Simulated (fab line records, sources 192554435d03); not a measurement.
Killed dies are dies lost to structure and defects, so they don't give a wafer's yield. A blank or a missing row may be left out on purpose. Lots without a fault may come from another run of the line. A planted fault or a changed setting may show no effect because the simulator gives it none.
fab line records | flow n5_finfet
record lots=7 wafers=39
route steps=1938 shown WELL_APT@26 SD_EPI_P@321 HKMG_FIN@429 BEOL_M0_SAQP@652 BEOL_M1@751 BEOL_M2@890 BEOL_M4@1086 BEOL_M5@1172 BEOL_M9@1401 BEOL_M13@1706 BEOL_M15@1820 PASSIVATION@1923
start_h: hours from the record's first day to the start of the lot's first wafer shown | wait_h: hours since the lot's step before | " the same as in the row above | L1.1+2: a row that stands for several wafers | - no value, or no start given | * or withheld: withheld | < > ~ a bound
route shown NAME@n: a module of which the file shows steps, and the number in the route of the first | usual: mean/standard deviation of fault-free wafers | same: alike in all rows | chamber/n: place in a boat | sites: the reading at each site | _std_site: their standard deviation | _edge_site: outer sites' mean less inner sites' | radius_mm: how far each site lies from the wafer's centre | mask NAME#n: copy n | behind: the tool/chamber that last shaped the wafer | hold: why the lot was held/for how many hours/how that ended | device: the transistor (n, p or np) that didn't switch | end of line: the same wafers' tests at the end of the route | a step without rows: its recipe alone | killed: dies lost to structure and defects at the first sort, not the wafer's yield | map: a wafer's dies, x killed, . not, _ none there
set.NAME: the setting as run; set.NAME@STEP: as run at that earlier step | model.NAME: the simulator's own value behind a step, which no gauge read
lots whose settings were changed on purpose; a table a step, a row a wafer
## steps
# step N5_WELL_APT_DEVELOP_07
# recipe develop_time_s=45 rinse_liquid=surfactant_rinse dry=air_spin dev_temp_c=21
# step N5_SD_EPI_P_EPI_21
# recipe material=SiGe:B dopant=B temp_c=550 pressure_torr=20 ambient=H2 time_s=355
# step N5_HKMG_FIN_DEVELOP_11
# recipe develop_time_s=30 developer=TMAH resist=CAR-ArF dev_temp_c=23 rinse_liquid=diw dry=air_spin
# step N5_BEOL_M0_SAQP_DESCUM_19
# recipe chemistry=O2 time_s=7.9 source_power_w=50 bias_power_w=20 pressure_mtorr=20 rf_frequency_hz=2.712e+07 temp_c=40 resist=CAR-ArF o2_flow_sccm=225
# step N5_BEOL_M1_ILD_DEP_00
# recipe material=SiOC target_thk_a=790 temp_c=350 precursor=DEMS/O2 pressure_torr=5 rf_w=500 time_s=15.3
# step N5_BEOL_M2_TRENCH_ETCH_37
# recipe chemistry=C4F6/O2 target_depth_a=555.55 target=SiOC time_s=29.2 ion_energy_ev=250 pressure_mtorr=30 source_w=355 bias_w=185 Ar_flow_sccm=300 C4F6_flow_sccm=10 O2_flow_sccm=10
# step N5_BEOL_M4_SPUTTER_79
# recipe material=Cu target_thk_a=45 temp_c=-20 chamber_pressure_pa=0.07 power_w=withheld time_s=8.29
# step N5_BEOL_M5_ALD_86
# recipe material=TaN target_thk_a=* temp_c=275 ald_precursor_family=PDMAT ald_co_reactant=NH3 pressure_torr=3 carrier_flow_sccm=1500 pulse_time_s=2 purge_time_s=3 co_reactant_purge_time_s=2 co_reactant_pulse_time_s=3 ald_cycles=30 precursor_vessel_temp_c=75 precursor_vessel_pressure_torr=26.25 precursor_vessel_carrier_sccm=1000
# step N5_BEOL_M9_ILD_DEP_00
# recipe material=SiCOH_lowk target_thk_a=3085.1 temp_c=300 precursor=DEMS/porogen pressure_torr=5 rf_w=500 time_s=58
# step N5_BEOL_M9_DEP_56
# recipe material=SiCN target_thk_a=150 temp_c=withheld precursor=3MS/NH3 pressure_torr=3 rf_w=202 time_s=26.5
# step N5_BEOL_M13_SPUTTER_44
# recipe material=Ta target_thk_a=100 temp_c=50 bias_v=80 power_w=15000 chamber_pressure_pa=0.07 time_s=16.13
# step N5_BEOL_M15_SPUTTER_44
# recipe material=Ta target_thk_a=150 temp_c=50 bias_v=80 power_w=15000 chamber_pressure_pa=0.07 time_s=24.19
# step N5_PASSIVATION_DEVELOP_43
# recipe develop_time_s=60 rinse_liquid=diw dry=air_spin dev_temp_c=21
# step N5_PASSIVATION_PROBE_49
# usual defect_limited_yield=91.1/1.6 killed_at_M4_up=13/5.4 killed_dies=105/18 killed_on_rim=14/4.1 sort_bin_5_function=5.2/0.96 sort_n_pass=1075/19
# columns lot.wafer tool chamber start_h wait_h set.develop_time_s@WELL_APT_DEVELOP_07 set.epi_growth_time_s@SD_EPI_P_EPI_21 set.develop_time_s@HKMG_FIN_DEVELOP_11 set.time_s@BEOL_M0_SAQP_DESCUM_19 set.target_thk_a@BEOL_M1_ILD_DEP_00 set.time_s@BEOL_M2_TRENCH_ETCH_37 set.target_thk_a@BEOL_M4_SPUTTER_79 set.ald_cycles@BEOL_M5_ALD_86 set.time_s@BEOL_M9_ILD_DEP_00 set.target_thk_a@BEOL_M9_DEP_56 set.target_thk_a@BEOL_M13_SPUTTER_44 set.time_s@BEOL_M15_SPUTTER_44 set.develop_time_s@PASSIVATION_DEVELOP_43 defect_limited_yield[%] killed_at_M4_up killed_dies killed_on_rim sort_bin_5_function[%] sort_n_pass
L074.1 prober-01 - 289.63 0.0 45 151.5 30 7.9 634.3 40.13 45 13 58 150 100 36.99 60 74.0 233 307 36 4.4 17
L074.2 prober-01 - 289.68 0.1 28.35 355 30 7.9 790 40.13 45 30 77.74 190.7 100 36.99 25.38 0 1078 1180 152 95.6 0
L074.3 prober-01 - 289.73 0.1 45 151.5 30 7.9 634.3 40.13 45 30 77.74 150 100 24.19 25.38 0 1088 1180 152 95.7 0
L074.4 prober-01 - 289.78 0.2 28.35 151.5 30 7.9 790 29.2 45 13 58 150 100 24.19 25.38 74.9 214 296 39 5.3 4
L074.5 prober-01 - 289.83 0.2 45 355 30 7.9 790 29.2 45 13 77.74 190.7 100 36.99 60 0 1102 1180 152 93.6 0
L074.6 prober-01 - 289.88 0.3 28.35 355 30 7.9 634.3 29.2 45 30 58 190.7 100 24.19 60 92.1 15 93 9 4.8 1087
L082.1 prober-02 - 313.51 0.0 45 355 40.27 11.65 790 20 45 30 92.01 150 100 24.19 72.85 0 1116 1180 152 96.6 0
L082.2 prober-02 - 313.56 0.1 69.29 355 30 7.9 790 20 45 30 58 82.97 100 15.11 60 87.5 4 148 12 4.9 1032
L082.3 prober-02 - 313.61 0.1 45 355 30 7.9 656.9 29.2 45 30 58 150 67.73 15.11 72.85 88.8 3 132 15 6.0 1048
L082.4 prober-02 - 313.66 0.2 69.29 355 40.27 11.65 656.9 20 45 30 58 150 67.73 24.19 60 77.7 5 263 24 4.3 917
L082.5 prober-02 - 313.71 0.2 45 355 40.27 7.9 790 29.2 45 30 92.01 82.97 67.73 15.11 60 0 1084 1180 152 96.0 0
L082.6 prober-02 - 313.76 0.3 69.29 355 30 11.65 656.9 29.2 45 30 92.01 82.97 100 24.19 72.85 0 1061 1180 152 95.9 0
L080.1 prober-02 - 313.95 0.0 45 355 30 7.9 790 29.2 45 30 58 150 100 24.19 60 92.4 13 90 11 4.8 1090
L080.3 prober-02 - 314.05 0.1 45 355 30 7.9 790 29.2 45 30 58 150 100 24.19 60 90.8 14 108 12 5.3 1072
L080.5 prober-02 - 314.15 0.2 45 355 30 7.9 790 29.2 45 30 58 150 100 24.19 60 90.3 21 115 9 6.2 1065
L081.1 prober-02 - 317.57 0.0 45 557.1 30 7.9 790 20.83 24.1 24 58 71.49 155.2 24.19 40 90.8 33 108 17 4.6 1072
L081.2 prober-02 - 317.62 0.1 45 355 19.8 11.91 1028 20.83 45 30 37.82 71.49 155.2 33.42 60 69.1 274 365 143 6.2 815
L081.3 prober-02 - 317.67 0.1 36.85 557.1 30 11.91 1028 29.2 24.1 30 37.82 150 100 24.19 40 89.5 32 124 17 6.3 1056
L081.4 prober-02 - 317.72 0.2 36.85 355 19.8 7.9 1028 29.2 24.1 24 58 150 100 33.42 60 0 17 1180 152 96.9 0
L081.5 prober-02 - 317.77 0.2 36.85 557.1 19.8 7.9 790 20.83 45 30 58 150 155.2 33.42 40 90.4 9 113 19 4.2 1067
L081.6 prober-02 - 317.82 0.3 45 355 30 11.91 790 29.2 45 24 37.82 71.49 100 24.19 60 91.6 27 99 11 4.2 1081
L083.1 prober-02 - 327.60 0.0 29.56 355 30 3.395 1186 29.2 45 30 58 150 155 30.1 60 0 17 1180 152 96.8 0
L083.2 prober-02 - 327.65 0.1 45 355 19.98 3.395 790 29.2 45 30 68.27 150 100 24.19 91.29 93.4 14 78 12 4.2 1102
L083.3 prober-02 - 327.70 0.1 45 355 30 7.9 1186 29.2 45 30 68.27 66.06 155 24.19 91.29 0 14 1180 152 97.7 0
L083.4 prober-02 - 327.75 0.2 45 355 30 7.9 790 29.2 45 30 58 150 155 30.1 91.29 91.9 13 96 15 4.9 1082
L083.5 prober-02 - 327.80 0.2 29.56 355 19.98 7.9 790 29.2 45 30 68.27 66.06 100 30.1 60 92.6 9 87 10 4.7 1093
L083.6 prober-02 - 327.85 0.3 29.56 355 19.98 3.395 1186 29.2 45 30 58 66.06 100 24.19 60 0 7 1180 152 97.3 0
L090.1 prober-01 - 374.06 0.0 45 291.9 30 11.41 1191 29.2 45 30 58 150 159.6 24.19 49.56 0 22 1180 152 97.7 0
L090.2 prober-01 - 374.11 0.1 45 355 30 11.41 790 29.2 45 30 43.39 196.7 159.6 24.19 60 91.5 21 100 10 4.2 1080
L090.3 prober-01 - 374.16 0.1 45 355 30 7.9 1191 29.2 45 46 58 150 100 24.19 60 0 15 1180 152 96.8 0
L090.4 prober-01 - 374.21 0.2 45 355 30 7.9 1191 29.2 45 30 43.39 196.7 100 18.53 49.56 0 19 1180 152 96.7 0
L090.5 prober-01 - 374.26 0.2 45 291.9 30 11.41 790 29.2 45 46 58 196.7 100 18.53 60 92.1 18 93 17 4.5 1085
L090.6 prober-01 - 374.31 0.3 45 291.9 30 7.9 790 29.2 45 46 43.39 150 159.6 18.53 49.56 93.1 13 82 13 4.2 1098
L096.1 prober-01 - 413.69 0.0 21.87 567 30 7.9 790 45.69 33.32 30 58 60.67 100 18.38 60 90.4 14 113 17 5.7 1067
L096.2 prober-01 - 413.74 0.1 45 355 30 7.9 790 29.2 45 30 58 150 151.6 24.19 60 89.6 11 123 16 6.7 1057
L096.3 prober-01 - 413.79 0.1 45 567 30 7.9 1118 45.69 45 25 58 60.67 151.6 18.38 60 0 8 1180 152 96.3 0
L096.4 prober-01 - 413.84 0.2 21.87 355 30 7.9 790 45.69 45 25 58 150 100 18.38 60 90.1 16 117 10 5.6 1063
L096.5 prober-01 - 413.89 0.2 21.87 567 30 7.9 1118 29.2 33.32 25 58 60.67 151.6 24.19 60 0 7 1180 152 94.9 0
L096.6 prober-01 - 413.94 0.3 45 355 30 7.9 1118 29.2 33.32 30 58 150 100 24.19 60 0 14 1180 152 95.8 0
# killed by level:class
L074.1 M5:area_ald=212 BEOL_M1:area_ecd=23 BEOL_M4:geometric_particle:open=10 STI_FIN_REVEAL:geometric_particle:open=7 BEOL_M0_SAQP:geometric_particle:open=7 BEOL_M0_SAQP:geometric_particle:short=4 BEOL_M5:geometric_particle:open=3 STARTING-WAFER:geometric_particle:short=3
L074.2 BEOL_M9:area_etch=1065 BEOL_M0_SAQP:geometric_particle:open=21 BEOL_M0_SAQP:geometric_particle:short=21 STI_FIN_REVEAL:geometric_particle:open=12 MOL_CONTACT_COAG:geometric_particle:open=6 BEOL_M5:geometric_particle:open=6 GATE_CUT:geometric_particle:short=4 BEOL_M2:geometric_particle:open=4
L074.3 BEOL_M9:area_etch=1067 MOL_CONTACT_COAG:geometric_particle:open=16 BEOL_M0_SAQP:geometric_particle:open=11 BEOL_M0_SAQP:geometric_particle:short=10 FIN_SAQP:geometric_particle:open=6 BEOL_M5:geometric_particle:open=6 STI_FIN_REVEAL:geometric_particle:open=5 GATE_CUT:geometric_particle:short=5
L074.4 M5:area_ald=198 BEOL_M0_SAQP:geometric_particle:short=9 MOL_CONTACT_COAG:geometric_particle:open=7 BEOL_M0_SAQP:geometric_particle:open=6 FIN_SAQP:geometric_particle:open=5 FIN_SAQP:geometric_particle:short=5 DUMMY_GATE:geometric_particle:open=5 BEOL_M1:geometric_particle:open=5
L074.5 BEOL_M9:area_etch=1049 M5:area_ald=42 STI_FIN_REVEAL:geometric_particle:open=8 MOL_CONTACT_COAG:geometric_particle:open=8 FIN_SAQP:geometric_particle:open=7 BEOL_M4:geometric_particle:open=7 BEOL_M0_SAQP:geometric_particle:open=6 GATE_CUT:geometric_particle:short=5
L074.6 BEOL_M0_SAQP:geometric_particle:short=10 BEOL_M0_SAQP:geometric_particle:open=9 STI_FIN_REVEAL:geometric_particle:open=6 GATE_CUT:geometric_particle:short=6 BEOL_M3:geometric_particle:open=6 BEOL_M1:geometric_particle:open=5 BEOL_M2:geometric_particle:open=5 BEOL_M0_CUTY:coat_microbubble_printed=4
L082.1 BEOL_M9:area_etch=1104 MOL_CONTACT_COAG:geometric_particle:open=7 BEOL_M2:area_ecd=7 FIN_SAQP:geometric_particle:short=5 FIN_SAQP:geometric_particle:open=5 STARTING-WAFER:geometric_particle:open=4 BEOL_M0:geometric_particle:open=4 BEOL_M1:geometric_particle:open=4
L082.2 BEOL_M2:area_ecd=43 BEOL_M0_SAQP:geometric_particle:open=14 STI_FIN_REVEAL:geometric_particle:open=12 FIN_SAQP:geometric_particle:open=10 BEOL_M0_SAQP:geometric_particle:short=10 FIN_SAQP:geometric_particle:short=8 GATE_CUT:geometric_particle:short=8 BEOL_M3:geometric_particle:open=7
L082.3 BEOL_M1:area_ecd=14 MOL_CONTACT_COAG:geometric_particle:open=11 BEOL_M1:geometric_particle:open=10 GATE_CUT:geometric_particle:short=9 BEOL_M2:geometric_particle:open=8 FIN_SAQP:geometric_particle:open=6 STI_FIN_REVEAL:geometric_particle:open=6 GATE_CUT:geometric_particle:open=6
L082.4 BEOL_M2:area_ecd=160 HKMG_FIN:area_etch=13 BEOL_M1:geometric_particle:open=10 MOL_CONTACT_COAG:geometric_particle:open=10 BEOL_M0_SAQP:geometric_particle:open=7 FIN_SAQP:geometric_particle:open=6 STI_FIN_REVEAL:geometric_particle:open=6 BEOL_M0_SAQP:geometric_particle:short=6
L082.5 BEOL_M9:area_etch=1078 FIN_SAQP:geometric_particle:open=12 MOL_CONTACT_COAG:geometric_particle:open=9 BEOL_M1:geometric_particle:open=9 BEOL_M3:geometric_particle:open=8 STI_FIN_REVEAL:geometric_particle:open=7 FIN_SAQP:geometric_particle:short=6 MOL_CONTACT_COAG:geometric_particle:short=5
L082.6 BEOL_M9:area_etch=1053 FIN_SAQP:geometric_particle:open=25 STI_FIN_REVEAL:geometric_particle:open=13 FIN_SAQP:geometric_particle:short=11 MOL_CONTACT_COAG:geometric_particle:open=10 BEOL_M3:geometric_particle:open=8 BEOL_M1:geometric_particle:open=7 GATE_CUT:geometric_particle:open=6
L080.1 BEOL_M2:geometric_particle:open=21 MOL_CONTACT_COAG:geometric_particle:open=6 MOL_CONTACT_COAG:geometric_particle:short=6 BEOL_M1:geometric_particle:open=6 BEOL_M3:geometric_particle:open=5 BEOL_M0_SAQP:geometric_particle:short=4 FIN_SAQP:geometric_particle:open=3 STI_FIN_REVEAL:geometric_particle:open=3
L080.3 MOL_CONTACT_COAG:geometric_particle:open=13 STI_FIN_REVEAL:geometric_particle:open=12 BEOL_M2:geometric_particle:open=12 FIN_SAQP:geometric_particle:short=7 BEOL_M1:geometric_particle:open=5 BEOL_M5:geometric_particle:open=5 STI_FIN_REVEAL:geometric_particle:short=4 BEOL_M0_SAQP:geometric_particle:short=4
L080.5 STI_FIN_REVEAL:geometric_particle:open=18 BEOL_M2:geometric_particle:open=12 BEOL_M4:geometric_particle:open=10 GATE_CUT:geometric_particle:short=8 MOL_CONTACT_COAG:geometric_particle:open=7 BEOL_M0_SAQP:geometric_particle:short=7 GATE_CUT:geometric_particle:open=6 BEOL_M2:geometric_particle:short=5
L081.1 MOL_CONTACT_COAG:geometric_particle:open=9 M5:area_ald=9 BEOL_M0_SAQP:geometric_particle:open=8 BEOL_M4:geometric_particle:short=7 FIN_SAQP:geometric_particle:open=6 BEOL_M0_SAQP:geometric_particle:short=6 BEOL_M3:geometric_particle:open=5 FIN_SAQP:geometric_particle:short=3
L081.2 BEOL_M9:area_dep=251 MOL_CONTACT_COAG:geometric_particle:open=18 BEOL_M2:geometric_particle:open=16 DUMMY_GATE:geometric_particle:open=9 FIN_SAQP:geometric_particle:open=8 BEOL_M3:geometric_particle:open=7 FIN_SAQP:geometric_particle:short=5 MOL_CONTACT_COAG:geometric_particle:short=5
L081.3 BEOL_M9:area_dep=15 MOL_CONTACT_COAG:geometric_particle:open=14 BEOL_M3:geometric_particle:open=9 FIN_SAQP:geometric_particle:open=8 BEOL_M2:geometric_particle:open=8 FIN_SAQP:geometric_particle:short=7 MOL_CONTACT_COAG:geometric_particle:short=5 BEOL_M0_SAQP:geometric_particle:open=5
L081.4 BEOL_M1:area_etch=1089 MOL_CONTACT_COAG:geometric_particle:open=17 STI_FIN_REVEAL:geometric_particle:open=7 BEOL_M3:geometric_particle:open=6 BEOL_M1:geometric_particle:open=5 BEOL_M6:geometric_particle:open=5 DUMMY_GATE:geometric_particle:open=4 GATE_CUT:geometric_particle:short=4
L081.5 MOL_CONTACT_COAG:geometric_particle:open=18 BEOL_M2:area_ecd=15 BEOL_M3:geometric_particle:open=8 FIN_SAQP:geometric_particle:short=7 GATE_CUT:geometric_particle:open=7 FIN_SAQP:geometric_particle:open=5 DUMMY_GATE:geometric_particle:open=5 BEOL_M1:geometric_particle:open=5
L081.6 MOL_CONTACT_COAG:geometric_particle:open=14 M5:area_ald=12 BEOL_M3:geometric_particle:open=10 DUMMY_GATE:geometric_particle:open=5 MOL_CONTACT_COAG:geometric_particle:short=5 BEOL_M4:geometric_particle:short=5 FIN_SAQP:geometric_particle:open=4 BEOL_M2:geometric_particle:short=4
L083.1 BEOL_M1:area_etch=1073 STI_FIN_REVEAL:geometric_particle:open=13 MOL_CONTACT_COAG:geometric_particle:open=13 BEOL_M0:geometric_particle:open=6 BEOL_M0_SAQP:geometric_particle:open=5 DUMMY_GATE:geometric_particle:open=4 GATE_CUT:geometric_particle:open=4 GATE_CUT:geometric_particle:short=4
L083.2 MOL_CONTACT_COAG:geometric_particle:open=7 FIN_SAQP:geometric_particle:short=5 STI_FIN_REVEAL:geometric_particle:open=5 DUMMY_GATE:geometric_particle:open=5 BEOL_M2:geometric_particle:open=4 FIN_SAQP:geometric_particle:open=3 GATE_CUT:geometric_particle:short=3 GATE_CUT:geometric_particle:open=3
L083.3 BEOL_M1:area_etch=1099 MOL_CONTACT_COAG:geometric_particle:open=14 BEOL_M4:geometric_particle:open=7 FIN_SAQP:geometric_particle:short=6 BEOL_M0_SAQP:geometric_particle:short=5 STI_FIN_REVEAL:geometric_particle:open=4 ILD0:geometric_particle:short=4 MOL_CONTACT_COAG:geometric_particle:short=4
L083.4 MOL_CONTACT_COAG:geometric_particle:open=17 BEOL_M0_SAQP:geometric_particle:short=8 BEOL_M1:geometric_particle:open=7 DUMMY_GATE:geometric_particle:open=6 STI_FIN_REVEAL:geometric_particle:open=5 BEOL_M0_SAQP:geometric_particle:open=5 STARTING-WAFER:geometric_particle:short=5 FIN_SAQP:geometric_particle:short=4
L083.5 BEOL_M0_SAQP:geometric_particle:short=9 FIN_SAQP:geometric_particle:short=8 GATE_CUT:geometric_particle:short=7 FIN_SAQP:geometric_particle:open=6 STI_FIN_REVEAL:geometric_particle:open=6 MOL_CONTACT_COAG:geometric_particle:open=6 BEOL_M4:geometric_particle:open=6 BEOL_M3:geometric_particle:open=5
L083.6 BEOL_M1:area_etch=1092 MOL_CONTACT_COAG:geometric_particle:open=18 STI_FIN_REVEAL:geometric_particle:open=13 BEOL_M1:geometric_particle:open=6 MOL_CONTACT_COAG:geometric_particle:short=5 FIN_SAQP:geometric_particle:short=4 STI_FIN_REVEAL:geometric_particle:short=4 BEOL_M0_SAQP:geometric_particle:short=4
L090.1 BEOL_M1:area_etch=1097 BEOL_M4:geometric_particle:open=15 MOL_CONTACT_COAG:geometric_particle:open=9 BEOL_M1:geometric_particle:open=6 FIN_SAQP:geometric_particle:open=4 STI_FIN_REVEAL:geometric_particle:open=4 BEOL_M0_SAQP:geometric_particle:short=4 BEOL_M3:geometric_particle:open=4
L090.2 MOL_CONTACT_COAG:geometric_particle:open=13 FIN_SAQP:geometric_particle:open=7 BEOL_M4:geometric_particle:open=7 STI_FIN_REVEAL:geometric_particle:open=6 BEOL_M3:geometric_particle:open=6 FIN_SAQP:geometric_particle:short=5 BEOL_M0_SAQP:geometric_particle:short=5 PASS1_CAP:geometric_particle:open=4
L090.3 BEOL_M1:area_etch=1095 BEOL_M4:geometric_particle:open=9 MOL_CONTACT_COAG:geometric_particle:open=7 DUMMY_GATE:geometric_particle:open=6 BEOL_M0_SAQP:geometric_particle:open=6 BEOL_M2:geometric_particle:open=6 FIN_SAQP:geometric_particle:open=5 BEOL_M1:geometric_particle:open=5
L090.4 BEOL_M1:area_etch=1078 BEOL_M0_SAQP:geometric_particle:open=15 DUMMY_GATE:geometric_particle:open=7 BEOL_M0_SAQP:geometric_particle:short=7 BEOL_M4:geometric_particle:open=6 BEOL_M1:geometric_particle:open=6 STI_FIN_REVEAL:geometric_particle:open=5 FIN_SAQP:geometric_particle:open=4
L090.5 STI_FIN_REVEAL:geometric_particle:open=9 FIN_SAQP:geometric_particle:short=8 BEOL_M4:geometric_particle:short=7 MOL_CONTACT_COAG:geometric_particle:open=6 BEOL_M0_SAQP:geometric_particle:open=6 BEOL_M1:geometric_particle:open=6 DUMMY_GATE:geometric_particle:open=5 BEOL_M0_SAQP:geometric_particle:short=5
L090.6 FIN_SAQP:geometric_particle:open=7 MOL_CONTACT_COAG:geometric_particle:open=7 BEOL_M4:geometric_particle:open=7 STI_FIN_REVEAL:geometric_particle:open=6 BEOL_M2:geometric_particle:open=6 FIN_SAQP:geometric_particle:short=4 BEOL_M1:geometric_particle:open=4 BEOL_M0_SAQP:geometric_particle:short=4
L096.1 STI_FIN_REVEAL:geometric_particle:open=19 MOL_CONTACT_COAG:geometric_particle:open=17 BEOL_M2:geometric_particle:open=9 FIN_SAQP:geometric_particle:short=6 FIN_SAQP:geometric_particle:open=5 BEOL_M4:geometric_particle:open=5 MOL_CONTACT_COAG:geometric_particle:short=5 BEOL_M2:geometric_particle:short=5
L096.2 STI_FIN_REVEAL:geometric_particle:open=19 BEOL_M2:geometric_particle:open=19 MOL_CONTACT_COAG:geometric_particle:open=9 DUMMY_GATE:geometric_particle:open=8 BEOL_M0_SAQP:geometric_particle:open=7 BEOL_M3:geometric_particle:open=6 FIN_SAQP:geometric_particle:short=5 BEOL_M0_SAQP:geometric_particle:short=5
L096.3 BEOL_M1:area_etch=1054 MOL_CONTACT_COAG:geometric_particle:open=18 FIN_SAQP:geometric_particle:open=12 BEOL_M0_SAQP:geometric_particle:short=12 FIN_SAQP:geometric_particle:short=9 STI_FIN_REVEAL:geometric_particle:open=9 BEOL_M0_SAQP:geometric_particle:open=8 BEOL_M4:geometric_particle:short=7
L096.4 STI_FIN_REVEAL:geometric_particle:open=13 FIN_SAQP:geometric_particle:short=11 BEOL_M0_SAQP:geometric_particle:open=9 DUMMY_GATE:geometric_particle:open=8 FIN_SAQP:geometric_particle:open=7 MOL_CONTACT_COAG:geometric_particle:open=7 BEOL_M0_SAQP:geometric_particle:short=6 BEOL_M3:geometric_particle:short=5
L096.5 BEOL_M1:area_etch=1027 STI_FIN_REVEAL:geometric_particle:open=57 STI_FIN_REVEAL:geometric_particle:short=10 BEOL_M0_SAQP:geometric_particle:open=9 BEOL_M0_SAQP:geometric_particle:short=9 MOL_CONTACT_COAG:geometric_particle:open=8 FIN_SAQP:geometric_particle:open=7 BEOL_M2:geometric_particle:open=7
L096.6 BEOL_M1:area_etch=1063 STI_FIN_REVEAL:geometric_particle:open=15 MOL_CONTACT_COAG:geometric_particle:open=14 BEOL_M0_SAQP:geometric_particle:short=8 BEOL_M0_SAQP:geometric_particle:open=6 BEOL_M3:geometric_particle:short=6 DUMMY_GATE:geometric_particle:open=5 FIN_SAQP:geometric_particle:short=4
## key
split step=N5_WELL_APT_DEVELOP_07 setting=develop_time_s stated_as=45
response none clear
split step=N5_SD_EPI_P_EPI_21 setting=epi_growth_time_s stated_as=355
response none clear
split step=N5_HKMG_FIN_DEVELOP_11 setting=develop_time_s stated_as=30
response none clear
split step=N5_BEOL_M0_SAQP_DESCUM_19 setting=time_s stated_as=7.9
response none clear
split step=N5_BEOL_M1_ILD_DEP_00 setting=target_thk_a stated_as=790
response step=N5_PASSIVATION_PROBE_49 reading=sort_n_pass slope=-19.7 per=1% together_with=all explained=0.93
response step=N5_PASSIVATION_PROBE_49 reading=defect_limited_yield slope=-1.78 per=1% together_with=all explained=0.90
response step=N5_PASSIVATION_PROBE_49 reading=killed_dies slope=+21 per=1% together_with=all explained=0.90
response step=N5_PASSIVATION_PROBE_49 reading=killed_on_rim slope=+2.9 per=1% together_with=all explained=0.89
response step=N5_PASSIVATION_PROBE_49 reading=sort_bin_5_function slope=+1.78 per=1% together_with=all explained=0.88
split step=N5_BEOL_M2_TRENCH_ETCH_37 setting=time_s stated_as=29.2
response none clear
split step=N5_BEOL_M4_SPUTTER_79 setting=target_thk_a stated_as=45
response none clear
split step=N5_BEOL_M5_ALD_86 setting=ald_cycles stated_as=30
response none clear
split step=N5_BEOL_M9_ILD_DEP_00 setting=time_s stated_as=58
response step=N5_PASSIVATION_PROBE_49 reading=sort_bin_5_function slope=+1.26 per=1% together_with=all explained=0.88
response step=N5_PASSIVATION_PROBE_49 reading=defect_limited_yield slope=-1.1 per=1% together_with=all explained=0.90
response step=N5_PASSIVATION_PROBE_49 reading=killed_dies slope=+13 per=1% together_with=all explained=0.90
response step=N5_PASSIVATION_PROBE_49 reading=killed_at_M4_up slope=+13 per=1% together_with=all explained=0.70
response step=N5_PASSIVATION_PROBE_49 reading=sort_n_pass slope=-10.4 per=1% together_with=all explained=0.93
split step=N5_BEOL_M9_DEP_56 setting=target_thk_a stated_as=150
response none clear
split step=N5_BEOL_M13_SPUTTER_44 setting=target_thk_a stated_as=100
response none clear
split step=N5_BEOL_M15_SPUTTER_44 setting=time_s stated_as=24.19
response none clear
split step=N5_PASSIVATION_DEVELOP_43 setting=develop_time_s stated_as=60
response none clear
